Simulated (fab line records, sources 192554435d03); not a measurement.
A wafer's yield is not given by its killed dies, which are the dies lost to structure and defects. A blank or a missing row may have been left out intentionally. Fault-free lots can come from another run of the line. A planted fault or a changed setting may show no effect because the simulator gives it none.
Chamber matching ; flow n5-finfet ; 4 sister chambers for N5_BEOL_M12_DESCUM_33 on rie-diel-01
The step chemistry O2, time 7.9 s. 4 wafers are shown with their chamber, then 9 later ones without.

WAFERS WITH THEIR CHAMBER
wafer;chamber;drypump-motor-current-A (A)
L075.3;1;5.8
L086.1;3;6.6
L086.3;0;6.3
L086.4;2;5.2

WAFERS WHOSE CHAMBER IS MISSING
wafer;drypump-motor-current-A (A)
L089.1;5.2
L089.5;5.2
L089.6;6.5
L091.3;6.6
L091.4;5.2
L091.6;5.7
L092.3;6.6
L092.4;6.4
L092.6;5.2

WHICH CHAMBER EACH WENT THROUGH
wafer;from the rows above;in truth
L089.1;2;2
L089.5;2;2
L089.6;can't be placed: 3 or 0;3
L091.3;3;3
L091.4;2;2
L091.6;1;1
L092.3;3;3
L092.4;can't be placed: 0 or 3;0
L092.6;2;2
Correct placement for 7 of the 9. Cannot be placed on the basis of these rows: 2; the candidates contain the true chamber in 2. Number placed wrongly: 0.
How it was worked out, from the rows above alone: a wafer's distance from a chamber is the root of the sum, over the readings, of the square of ((its reading less the chamber's mean) divided by the reading's scatter). If the next closest chamber is less than 2 further off than the closest, the wafer can't be placed; otherwise it belongs to the closest. For every chamber, the mean is computed from those of its wafers that are shown. The scatter: root of mean squared gap, hidden wafer to nearest shown wafer, with one shown wafer a chamber.
